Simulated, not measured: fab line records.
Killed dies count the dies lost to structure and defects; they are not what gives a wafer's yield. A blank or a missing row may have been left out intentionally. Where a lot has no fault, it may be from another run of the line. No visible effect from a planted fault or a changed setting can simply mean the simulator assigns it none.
Matching of chambers + flow n5_finfet + N5_BEOL_M12_TRENCH_ETCH_34 on rie_diel-03 has 4 sister chambers
The step etches SiOC in C4F8/O2/Ar, target depth 318.95 nm, time 125.5 s. 8 wafers are shown with their chamber, then 7 later ones without.

== WAFERS PAIRED WITH THEIR CHAMBERS ==
| wafer  | chamber | throttle_valve_pct (%) | drypump_motor_current_A (A) |
|--------|---------|------------------------|-----------------------------|
| L077.6 | 0       | 24.67                  | 6.2                         |
| L080.1 | 2       | 24.34                  | 5.5                         |
| L080.3 | 3       | 24.02                  | 5.7                         |
| L080.4 | 0       | 24.68                  | 6.2                         |
| L080.5 | 1       | 23.90                  | 5.7                         |
| L080.6 | 2       | 24.35                  | 5.5                         |
| L081.3 | 3       | 24.03                  | 5.6                         |
| L081.4 | 1       | 23.90                  | 5.6                         |

== WAFERS WITH NO CHAMBER GIVEN ==
| wafer  | throttle_valve_pct (%) | drypump_motor_current_A (A) |
|--------|------------------------|-----------------------------|
| L081.5 | 23.91                  | 5.6                         |
| L083.4 | 24.06                  | 5.6                         |
| L083.5 | 24.37                  | 5.5                         |
| L083.6 | 23.92                  | 5.7                         |
| L095.4 | 24.09                  | 5.7                         |
| L095.5 | 24.42                  | 5.5                         |
| L095.6 | 24.09                  | 5.7                         |

== CHAMBER TAKEN BY EACH ==
| wafer  | from the rows above | in truth |
|--------|---------------------|----------|
| L081.5 | 1                   | 1        |
| L083.4 | 3                   | 3        |
| L083.5 | 2                   | 2        |
| L083.6 | 1                   | 1        |
| L095.4 | 3                   | 3        |
| L095.5 | 2                   | 2        |
| L095.6 | 3                   | 3        |
Correctly placed: 7 of 7. Can't be placed from these rows: 0. Placed wrongly: 0.
How it was worked out, from the rows above alone: a wafer's distance from a chamber is the root of the sum, over the readings, of the square of ((its reading less the chamber's mean) divided by the reading's scatter). The wafer belongs to the nearest chamber; if the next one is less than 2 further off, it can't be placed. The mean given for a chamber averages the wafers shown for that chamber. How the scatter is found: for the shown wafers, subtract from each reading the mean of its chamber, square and add these, divide the total by (wafers less chambers), then take the root.
